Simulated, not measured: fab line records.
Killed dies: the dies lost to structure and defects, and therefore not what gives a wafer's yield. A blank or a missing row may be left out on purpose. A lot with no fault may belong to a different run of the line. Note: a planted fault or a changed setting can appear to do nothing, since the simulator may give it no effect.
fab line records | flow n5-finfet
[record] lots = 5 | wafers = 12 | last-day = 16
route steps=1938 shown TV_LITHO@1876 TV_OPEN@1887 PASSIVATION@1936
lots that met no fault: taken from a fault-free run of the same line
start-h: the number of hours between the record's first day and the start of the first shown wafer of the lot | wait-h: hours from the lot's prior step to this one | " identical to the entry in the row above | L1.1+2: a single row standing in for several wafers | - either no value or no given start | * or withheld: withheld | < > ~ a bound
route shown NAME@n: a module of which the file shows steps, and the number in the route of the first | usual: the fault-free wafers' mean and standard deviation | same: alike in all rows | chamber/n: place in a boat | sites: the reading at each site | _std_site: how widely they spread, as a standard deviation | _edge_site: the outer-site mean with the inner-site mean subtracted | radius-mm: how far each site lies from the wafer's centre | mask NAME#n: copy n | behind: the tool/chamber that last shaped the wafer | hold: cause of the lot's hold/its duration in hours/its outcome | device: names the non-switching transistor (n, p or np) | end of line: tests run on the same wafers once the route is complete | a step with no rows: only its recipe | killed: at the first sort, the dies lost to defects and structure; wafer yield is something else | map: the dies of a wafer, with x for killed, . for not killed, _ for no die there
set.NAME: the setting the step ran with; set.NAME@STEP: the setting that earlier step ran with | model.NAME: the simulator's own value behind a step, which no gauge read
lots at some steps of the route; a table a step, a row a wafer
services: from which hour (start-h, from the record's first day; less than 0 if before it) a tool's chamber was out of use, for how many hours, and why
[[steps]]
[step N5_PASSIVATION_COAT_04]
[recipe] spin-rpm = * | resist-thk-nm = *
[step N5_PASSIVATION_EBR_06]
[recipe] solvent = PGMEA | ebr-width-mm = 1.5
[step N5_PASSIVATION_SOFTBAKE_05]
[recipe] temp-c = 100 | time-s = 90
[step N5_PASSIVATION_EXPOSE_07]
[recipe] mask-id = TV | na = 0.55 | source-shape = conventional | sigma-outer = 0.8 | polarization = unpolarized | defocus-nm = 0 | target-cd-nm = 3000 | dose-mj = 22.75
[step N5_PASSIVATION_PEB_08]
[recipe] peb-temp-c = withheld | peb-time-s = *
[step N5_PASSIVATION_DEVELOP_09]
[recipe] develop-time-s = 60 | rinse-liquid = diw | dry = air-spin | dev-temp-c = 21
[step N5_PASSIVATION_HARDBAKE_11]
[recipe] temp-c = 130 | time-s = 120
[step N5_PASSIVATION_CD_MEAS_10]
[recipe] target-cd-nm = 3000 | landing-energy-ev = 500 | detector = se-inlens
[usual] cd-nm = 2997.8/2.9
lot.wafer | tool      | chamber | start-h | wait-h | cd-nm
L635.2    | cd-sem-03 | 0       | 285.41  | -      | 2995.3
L635.6    | "         | 0       | "       | "      | 2997.6
L634.4    | cd-sem-02 | 0       | 290.70  | -      | 2998.8
L634.5    | "         | 0       | "       | "      | 3001.3
L645.2    | cd-sem-01 | 0       | 355.76  | -      | 2997.7
L645.4    | "         | 0       | "       | "      | 2999.2
L645.6    | "         | 0       | "       | "      | 2999.3
L647.4    | cd-sem-02 | 0       | 370.91  | -      | 2994.5
L647.5    | "         | 0       | "       | "      | 2995.4
L650.1    | cd-sem-03 | 0       | 376.98  | -      | 2999.0
L650.3    | "         | 0       | "       | "      | 3003.9
L650.4    | "         | 0       | "       | "      | 2997.4
[step N5_PASSIVATION_OVL_MEAS_60]
[recipe] points-per-wafer = 44
[usual] TV_OVL = 3/5
lot.wafer | tool       | chamber | start-h | wait-h | TV_OVL[nm]
L635.2    | overlay-01 | 0       | 285.44  | 0.0    | 2
L635.6    | "          | 0       | "       | "      | 3
L634.4    | overlay-02 | 0       | 290.73  | 0.0    | 0
L634.5    | "          | 0       | "       | "      | 9
L645.2    | overlay-02 | 0       | 355.79  | 0.0    | 5
L645.4    | "          | 0       | "       | "      | 5
L645.6    | "          | 0       | "       | "      | 10
L647.4    | overlay-02 | 0       | 370.94  | 0.0    | 7
L647.5    | "          | 0       | "       | "      | -5
L650.1    | overlay-01 | 0       | 377.01  | 0.0    | -7
L650.3    | "          | 0       | "       | "      | -5
L650.4    | "          | 0       | "       | "      | -4
[step N5_PASSIVATION_INSPECT_61]
[recipe] mode = adi | inspect-instrument = macro
[usual] raw-defect-count = 2.2/1.4
lot.wafer | tool              | chamber | start-h | wait-h | raw-defect-count
L635.2    | defect-inspect-01 | -       | 285.46  | 0.0    | 1
L635.6    | "                 | -       | "       | "      | 2
L634.4    | defect-inspect-01 | -       | 290.75  | 0.0    | 4
L634.5    | "                 | -       | "       | "      | 3
L645.2    | defect-inspect-02 | -       | 355.82  | 0.0    | 2
L645.4    | "                 | -       | "       | "      | 6
L645.6    | "                 | -       | "       | "      | 4
L647.4    | defect-inspect-02 | -       | 370.96  | 0.0    | 4
L647.5    | "                 | -       | "       | "      | 3
L650.1    | defect-inspect-02 | -       | 377.03  | 0.0    | 5
L650.3    | "                 | -       | "       | "      | 4
L650.4    | "                 | -       | "       | "      | 2
[step N5_PASSIVATION_DESCUM_12]
[recipe] chemistry = O2 | time-s = 7.9 | source-power-w = 50 | bias-power-w = 20 | pressure-mtorr = 20 | rf-frequency-hz = 2.712e+07 | temp-c = 40 | o2-flow-sccm = 225
[usual] drypump-motor-current-A = 5.6/0.49 | oes-product-au = 0.81/0.094 | rf-fwd-power-W = 49.67/0.2 | rf-vpp-V = 243.1/1.7 | showerhead-plenum-p-Torr = 2.09/0.097 | temp-c = 40.00/0.1 | throttle-valve-pct = 20.46/0.21
lot.wafer | tool        | chamber | start-h | wait-h | drypump-motor-current-A | oes-product-au | rf-fwd-power-W | rf-hours-counter-h | rf-vpp-V | showerhead-plenum-p-Torr | temp-c | throttle-valve-pct
L635.2    | rie-diel-03 | 2       | 285.49  | 0.0    | 5.2                     | 0.82           | 49.42          | 87                 | 243.3    | 2.04                     | 40.00  | 20.62
L635.6    | "           | 2       | "       | "      | 5.3                     | 0.82           | 49.51          | -                  | 240.4    | 2.04                     | 40.10  | 20.61
L634.4    | rie-diel-02 | 1       | 290.79  | 0.0    | 5.4                     | 0.92           | 49.68          | 10                 | 241.8    | 2.06                     | 39.85  | 20.51
L634.5    | "           | 2       | "       | "      | 5.7                     | 0.79           | 49.74          | -                  | 241.4    | 2.02                     | 39.98  | 20.49
L645.2    | rie-diel-02 | 0       | 355.98  | 0.2    | 5.7                     | 0.69           | 49.21          | 198                | 241.4    | 1.92                     | 40.00  | 20.84
L645.4    | "           | 0       | "       | "      | 5.7                     | 0.69           | 49.34          | -                  | 240.1    | 1.92                     | 39.98  | 20.83
L645.6    | "           | 3       | "       | "      | 6.0                     | 0.87           | 49.72          | -                  | 244.4    | 2.12                     | 40.16  | 20.12
L647.4    | rie-diel-06 | 0       | 370.99  | 0.0    | 6.2                     | 0.92           | 49.74          | 22                 | 244.5    | 2.21                     | 40.21  | 20.49
L647.5    | "           | 2       | "       | "      | 4.7                     | 0.90           | 49.76          | -                  | 242.2    | 2.05                     | 40.08  | 20.36
L650.1    | rie-diel-03 | 2       | 377.07  | 0.0    | 5.2                     | 0.79           | 49.59          | 116                | 241.9    | 2.03                     | 39.85  | 20.66
L650.3    | "           | 0       | "       | "      | 5.9                     | 0.66           | 49.89          | 245                | 242.7    | 2.17                     | 39.92  | 20.47
L650.4    | "           | 3       | "       | "      | 6.5                     | 0.91           | 49.85          | 35                 | 245.9    | 2.23                     | 40.08  | 20.25
[step N5_PASSIVATION_PASS_ETCH_74]
[recipe] chemistry = CF4/O2 | target = SiNx | target-depth-a = 2200 | time-s = 110 | ion-energy-ev = 100 | pressure-mtorr = 40 | source-w = 535 | bias-w = 49 | Ar_flow_sccm = 100 | cf4-flow-sccm = 100 | O2_flow_sccm = 10
[usual] drypump-motor-current-A = 5.6/0.49 | mfc-ar-sccm = 100.1/0.31 | oes-product-au = 0.80/0.086 | rf-fwd-power-W = 532.4/2 | rf-vpp-V = 237/5.2 | showerhead-plenum-p-Torr = 2.20/0.1 | throttle-valve-pct = 16.03/0.22
lot.wafer | tool        | chamber | start-h | wait-h | drypump-motor-current-A | mfc-ar-sccm | oes-product-au | rf-fwd-power-W | rf-hours-counter-h | rf-vpp-V | showerhead-plenum-p-Torr | throttle-valve-pct
L635.2    | rie-diel-03 | 2       | 285.56  | 0.0    | 5.2                     | 100.1       | 0.80           | 533.2          | 87                 | 239      | 2.13                     | 16.05
L635.6    | "           | 2       | "       | "      | 5.2                     | 99.4        | 0.80           | 532.0          | -                  | 239      | 2.13                     | 16.04
L634.4    | rie-diel-02 | 1       | 290.85  | 0.0    | 5.5                     | 100.1       | 0.90           | 535.2          | 10                 | 229      | 2.17                     | 15.99
L634.5    | "           | 2       | "       | "      | 5.7                     | 100.0       | 0.79           | 531.2          | -                  | 233      | 2.12                     | 15.96
L645.2    | rie-diel-02 | 0       | 356.05  | 0.0    | 5.7                     | 100.2       | 0.70           | 529.1          | 198                | 241      | 2.04                     | 16.44
L645.4    | "           | 0       | "       | "      | 5.7                     | 100.6       | 0.69           | 530.6          | -                  | 241      | 2.04                     | 16.41
L645.6    | "           | 3       | "       | "      | 6.0                     | 99.9        | 0.84           | 532.8          | -                  | 247      | 2.25                     | 15.76
L647.4    | rie-diel-06 | 0       | 371.06  | 0.0    | 6.2                     | 100.3       | 0.92           | 532.0          | 22                 | 248      | 2.35                     | 16.14
L647.5    | "           | 2       | "       | "      | 4.7                     | 99.9        | 0.87           | 527.7          | -                  | 234      | 2.17                     | 15.93
L650.1    | rie-diel-03 | 2       | 377.13  | 0.0    | 5.2                     | 99.9        | 0.77           | 531.5          | 116                | 240      | 2.12                     | 16.10
L650.3    | "           | 0       | "       | "      | 5.9                     | 99.9        | 0.67           | 535.0          | 245                | 234      | 2.27                     | 16.11
L650.4    | "           | 3       | "       | "      | 6.5                     | 100.6       | 0.88           | 531.5          | 35                 | 234      | 2.33                     | 15.72
[step N5_PASSIVATION_VIA_ETCH_13]
[recipe] chemistry = CHF3/O2 | target = SiO2 | target-depth-a = 6600 | CHF3_flow_sccm = 50 | O2_flow_sccm = 5 | Ar_flow_sccm = 200 | time-s = 330 | mask-material = PR | pressure-mtorr = 30 | source-w = 650 | bias-w = 170 | ion-energy-ev = 200 | ends = cleared
[usual] drypump-motor-current-A = 5.6/0.49 | etch-rf-on-time-s = 240/5.1 | mfc-ar-sccm = 200.0/0.65 | oes-product-au = 0.73/0.079 | rf-fwd-power-W = 648.3/2.1 | rf-vpp-V = 514/11 | showerhead-plenum-p-Torr = 2.41/0.11 | throttle-valve-pct = 18.91/0.21
lot.wafer | tool        | chamber | start-h | wait-h | drypump-motor-current-A | etch-rf-on-time-s | mfc-ar-sccm | oes-product-au | rf-fwd-power-W | rf-hours-counter-h | rf-vpp-V | showerhead-plenum-p-Torr | throttle-valve-pct
L635.2    | rie-diel-03 | 2       | 285.65  | 0.0    | 5.3                     | 236               | 199.5       | 0.73           | 646.8          | 87                 | 523      | 2.34                     | 19.06
L635.6    | "           | 2       | "       | "      | 5.3                     | 244               | 199.2       | 0.72           | 649.9          | -                  | 522      | 2.34                     | 19.06
L634.4    | rie-diel-02 | 1       | 290.94  | 0.0    | 5.4                     | 247               | 199.2       | 0.82           | 650.4          | 10                 | 499      | 2.37                     | 18.95
L634.5    | "           | 2       | "       | "      | 5.6                     | 245               | 200.4       | 0.72           | 649.8          | -                  | 504      | 2.32                     | 18.86
L645.2    | rie-diel-02 | 0       | 356.14  | 0.0    | 5.7                     | 404               | 201.1       | 0.50           | -              | 199                | 525      | 2.22                     | 19.24
L645.4    | "           | 0       | "       | "      | 5.7                     | 245               | 201.1       | 0.62           | 645.6          | -                  | 524      | 2.22                     | 19.29
L645.6    | "           | 3       | "       | "      | 6.0                     | 242               | 201.2       | 0.78           | 646.8          | -                  | 532      | 2.48                     | 18.75
L647.4    | rie-diel-06 | 0       | 371.15  | 0.0    | 6.2                     | 232               | 200.2       | 0.83           | 647.0          | 22                 | 538      | 2.54                     | 18.95
L647.5    | "           | 2       | "       | "      | 4.7                     | 253               | 200.8       | 0.79           | 644.9          | -                  | 510      | 2.38                     | 18.90
L650.1    | rie-diel-03 | 2       | 377.22  | 0.0    | 5.2                     | 237               | 199.6       | 0.70           | 648.2          | 116                | 522      | 2.33                     | 19.11
L650.3    | "           | 0       | "       | "      | 5.9                     | 237               | 199.5       | 0.60           | 646.8          | 245                | 508      | 2.48                     | 18.89
L650.4    | "           | 3       | "       | "      | 6.4                     | 245               | 198.9       | 0.80           | 649.3          | 35                 | 509      | 2.53                     | 18.52
[step N5_PASSIVATION_STRIP_14]
[recipe] chemistry = O2 | power-w = 600 | temp-c = 60 | pressure-mtorr = 30 | rf-frequency-hz = 6e+07 | bias-power-w = 0 | overash-fraction = 0.5 | o2-flow-sccm = 225
[usual] drypump-motor-current-A = 5.6/0.49 | oes-product-au = 0.81/0.094 | rf-vpp-V = 3.7/0.89 | showerhead-plenum-p-Torr = 2.09/0.096 | temp-c = 59.98/0.12 | throttle-valve-pct = 16.70/0.22
lot.wafer | tool        | chamber | start-h | wait-h | drypump-motor-current-A | oes-product-au | rf-hours-counter-h | rf-vpp-V | showerhead-plenum-p-Torr | temp-c | throttle-valve-pct
L635.2    | rie-diel-03 | 2       | 285.85  | 0.1    | 5.3                     | 0.81           | 87                 | 4.5      | 2.04                     | 60.03  | 16.85
L635.6    | "           | 2       | "       | "      | 5.3                     | 0.81           | -                  | 3.3      | 2.04                     | 59.93  | 16.86
L634.4    | rie-diel-02 | 1       | 291.14  | 0.1    | 5.5                     | 0.92           | 10                 | 4.0      | 2.07                     | 60.02  | 16.73
L634.5    | "           | 2       | "       | "      | 5.6                     | 0.80           | -                  | 3.1      | 2.02                     | 59.96  | 16.68
L645.2    | rie-diel-02 | 0       | 356.33  | 0.1    | 5.7                     | 0.69           | 199                | 2.2      | 1.92                     | 60.13  | 17.09
L645.4    | "           | 0       | "       | "      | 5.7                     | 0.68           | -                  | 3.0      | 1.92                     | 59.95  | 17.07
L645.6    | "           | 3       | "       | "      | 6.0                     | 0.88           | -                  | 3.1      | 2.12                     | 60.13  | 16.34
L647.4    | rie-diel-06 | 0       | 371.35  | 0.1    | 6.2                     | 0.92           | 22                 | 3.2      | 2.22                     | 59.98  | 16.69
L647.5    | "           | 2       | "       | "      | 4.7                     | 0.88           | -                  | 2.9      | 2.05                     | 59.89  | 16.58
L650.1    | rie-diel-03 | 2       | 377.42  | 0.1    | 5.3                     | 0.79           | 116                | 2.6      | 2.03                     | 60.10  | 16.91
L650.3    | "           | 0       | "       | "      | 5.9                     | 0.65           | 245                | 4.6      | 2.17                     | 59.81  | 16.82
L650.4    | "           | 3       | "       | "      | 6.4                     | 0.90           | 35                 | 3.5      | 2.23                     | 59.81  | 16.39
[step N5_PASSIVATION_PROBE_49]
[usual] defect-limited-yield = 91.2/1.4 | killed_at_M0_to_M3 = 32/9.3 | killed_at_M4_up = 14/4.9 | killed-at-contacts = 15/7.5 | killed-at-front-end = 40/11 | killed-at-other = 4/3.3 | killed-dies = 104/17 | killed-open = 68/14 | killed-short = 33/7.9 | sort_bin_5_function = 5.2/0.99 | sort_bin_6_memory = 3.2/0.65 | sort_bin_8_speed = 0.03/0.19 | sort-n-pass = 1076/17 | sort-yield-pct = 91.1/1.5
[same] gross-dies = 1180 | killed-at-back-side = 0 | sort_bin_4_leakage[%] = 0
lot.wafer | tool      | chamber | start-h | wait-h | defect-limited-yield[%] | killed_at_M0_to_M3 | killed_at_M4_up | killed-at-contacts | killed-at-front-end | killed-at-other | killed-dies | killed-open | killed-short | sort_bin_5_function[%] | sort_bin_6_memory[%] | sort_bin_8_speed[%] | sort-n-pass | sort-yield-pct[%]
L635.2    | prober-01 | -       | 292.59  | 0.1    | 91.0                    | 19                 | 14              | 24                 | 48                  | 1               | 106         | 63          | 41           | 5.6                    | 3.0                  | 0                   | 1074        | 91.0
L635.6    | prober-01 | -       | 292.79  | 0.3    | 89.9                    | 36                 | 8               | 25                 | 50                  | 0               | 119         | 91          | 26           | 5.9                    | 3.8                  | 0.08                | 1061        | 89.9
L634.4    | prober-01 | -       | 297.60  | 0.2    | 87.5                    | 52                 | 11              | 34                 | 48                  | 3               | 148         | 98          | 49           | 8.4                    | 3.8                  | 0                   | 1032        | 87.5
L634.5    | prober-01 | -       | 297.65  | 0.2    | 88.7                    | 36                 | 14              | 27                 | 56                  | 0               | 133         | 95          | 31           | 6.3                    | 4.2                  | 0                   | 1047        | 88.7
L645.2    | prober-02 | -       | 363.30  | 0.1    | 89.6                    | 41                 | 17              | 13                 | 42                  | 10              | 123         | 81          | 35           | 5.7                    | 4.4                  | 0                   | 1057        | 89.6
L645.4    | prober-02 | -       | 363.40  | 0.2    | 91.8                    | 28                 | 15              | 13                 | 40                  | 1               | 97          | 65          | 30           | 5.0                    | 2.8                  | 0                   | 1083        | 91.8
L645.6    | prober-02 | -       | 363.50  | 0.3    | 91.4                    | 30                 | 5               | 20                 | 36                  | 11              | 102         | 49          | 45           | 5.2                    | 3.0                  | 0                   | 1078        | 91.4
L650.1    | prober-02 | -       | 384.63  | 0.0    | 92.8                    | 34                 | 5               | 12                 | 30                  | 4               | 85          | 61          | 24           | 3.8                    | 3.2                  | 0                   | 1095        | 92.8
L650.3    | prober-02 | -       | 384.73  | 0.1    | 93.2                    | 24                 | 13              | 7                  | 30                  | 6               | 80          | 53          | 22           | 4.2                    | 2.3                  | 0                   | 1100        | 93.2
L650.4    | prober-02 | -       | 384.78  | 0.2    | 92.3                    | 19                 | 23              | 14                 | 27                  | 8               | 91          | 59          | 23           | 5.5                    | 1.9                  | 0                   | 1089        | 92.3
// killed by level:class
L635.2 MOL_CONTACT_COAG:geometric-particle:open=17 STI_FIN_REVEAL:geometric-particle:open=15 FIN_SAQP:geometric-particle:short=9 STI_FIN_REVEAL:geometric-particle:short=7 MOL_CONTACT_COAG:geometric-particle:short=7 BEOL_M0_SAQP:geometric-particle:short=6 FIN_SAQP:geometric-particle:open=5 BEOL_M0_SAQP:geometric-particle:open=5
L635.6 STI_FIN_REVEAL:geometric-particle:open=21 MOL_CONTACT_COAG:geometric-particle:open=18 BEOL_M3:geometric-particle:open=12 FIN_SAQP:geometric-particle:open=7 MOL_CONTACT_COAG:geometric-particle:short=7 BEOL_M2:geometric-particle:open=6 BEOL_M1:geometric-particle:open=6 STI_FIN_REVEAL:geometric-particle:short=4
L634.4 MOL_CONTACT_COAG:geometric-particle:open=28 STI_FIN_REVEAL:geometric-particle:open=10 BEOL_M0_SAQP:geometric-particle:short=10 BEOL_M0_SAQP:geometric-particle:open=9 BEOL_M3:geometric-particle:open=9 FIN_SAQP:geometric-particle:open=7 BEOL_M2:geometric-particle:open=7 MOL_CONTACT_COAG:geometric-particle:short=6
L634.5 MOL_CONTACT_COAG:geometric-particle:open=23 FIN_SAQP:geometric-particle:open=16 STI_FIN_REVEAL:geometric-particle:open=16 BEOL_M2:geometric-particle:open=10 BEOL_M0_SAQP:geometric-particle:open=9 BEOL_M0_SAQP:geometric-particle:short=9 STI_FIN_REVEAL:geometric-particle:short=5 BEOL_M4:geometric-particle:open=5
L645.2 STI_FIN_REVEAL:geometric-particle:open=13 MOL_CONTACT_COAG:geometric-particle:open=11 BEOL_M3:geometric-particle:open=11 BEOL_M4:geometric-particle:open=11 BEOL_M0_SAQP:geometric-particle:short=8 BEOL_M0_SAQP:geometric-particle:open=8 FIN_SAQP:geometric-particle:open=5 FIN_SAQP:geometric-particle:short=5
L645.4 MOL_CONTACT_COAG:geometric-particle:open=11 FIN_SAQP:geometric-particle:open=10 BEOL_M0_SAQP:geometric-particle:short=10 BEOL_M4:geometric-particle:open=9 BEOL_M0_SAQP:geometric-particle:open=7 STARTING-WAFER:geometric-particle:open=7 GATE_CUT:geometric-particle:short=6 DUMMY_GATE:geometric-particle:open=5
L645.6 MOL_CONTACT_COAG:geometric-particle:open=13 FIN_SAQP:geometric-particle:short=9 MOL_CONTACT_COAG:geometric-particle:short=7 BEOL_M0_SAQP:geometric-particle:short=7 BEOL_M2:geometric-particle:open=7 PASSIVATION:area-etch=6 FIN_SAQP:geometric-particle:open=5 STI_FIN_REVEAL:geometric-particle:short=5
L650.1 BEOL_M0_SAQP:geometric-particle:open=11 MOL_CONTACT_COAG:geometric-particle:open=9 FIN_SAQP:geometric-particle:open=8 BEOL_M0_SAQP:geometric-particle:short=7 BEOL_M2:geometric-particle:open=5 STARTING-WAFER:geometric-particle:open=5 STI_FIN_REVEAL:geometric-particle:open=4 BEOL_M0:geometric-particle:open=4
L650.3 FIN_SAQP:geometric-particle:open=9 BEOL_M3:geometric-particle:open=7 BEOL_M4:geometric-particle:open=6 DUMMY_GATE:geometric-particle:open=5 MOL_CONTACT_COAG:geometric-particle:short=4 BEOL_M0_SAQP:geometric-particle:short=4 BEOL_M1:geometric-particle:open=4 PASSIVATION:area-etch=4
L650.4 MOL_CONTACT_COAG:geometric-particle:open=13 BEOL_M4:geometric-particle:open=12 BEOL_M3:geometric-particle:open=7 PASSIVATION:area-etch=7 STI_FIN_REVEAL:geometric-particle:open=6 STARTING-WAFER:geometric-particle:short=5 BEOL_M8:geometric-particle:open=4 BEOL_M1:geometric-particle:open=4
[[services]]
tool        | chamber | start-h | hours | kind
rie-diel-06 | 2       | 262.16  | -     | clean
rie-diel-06 | 2       | 262.16  | -     | consumable-replace:focus-ring
rie-diel-06 | 2       | 262.16  | 25.1  | scheduled-down
rie-diel-06 | 2       | 262.16  | 25.1  | vent-cycle
rie-diel-03 | 0       | 274.83  | 3.8   | repair
rie-diel-06 | 3       | 276.39  | 6.5   | repair
rie-diel-02 | 3       | 277.39  | 11.6  | repair
rie-diel-06 | 0       | 287.31  | -     | clean
rie-diel-06 | 0       | 287.31  | -     | consumable-replace:focus-ring
rie-diel-06 | 0       | 287.31  | -     | consumable-replace:showerhead
rie-diel-06 | 0       | 287.31  | 19.2  | scheduled-down
rie-diel-06 | 0       | 287.31  | 19.2  | vent-cycle
rie-diel-06 | 3       | 289.56  | 18.8  | repair
rie-diel-02 | 3       | 297.64  | 18.1  | repair
rie-diel-02 | 1       | 303.65  | 4.8   | repair
rie-diel-06 | 1       | 313.27  | 20.2  | repair
rie-diel-02 | 0       | 320.60  | 12.9  | repair
rie-diel-03 | 2       | 336.02  | 2.5   | repair
rie-diel-03 | 1       | 354.76  | 13.3  | repair
rie-diel-03 | 0       | 362.06  | 14.1  | repair
[[key]]
[first-sign] step = N5_PASSIVATION_VIA_ETCH_13 | reading = etch-rf-on-time-s | direction = up | sigmas = 32 | usual = * | struck = *
effect none on later readings
met-at N5_PASSIVATION_VIA_ETCH_13
struck-wafers L645.2
onset-between 290.94 356.14
[fault] kind = process-parameter-drift | tool = rie-diel-02 | chamber = - | onset-h = 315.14 | steps = N5_PASSIVATION_VIA_ETCH_13 | channel = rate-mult | offset = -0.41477 | shape = step | end-h = 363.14 | scope = struck-wafers-only
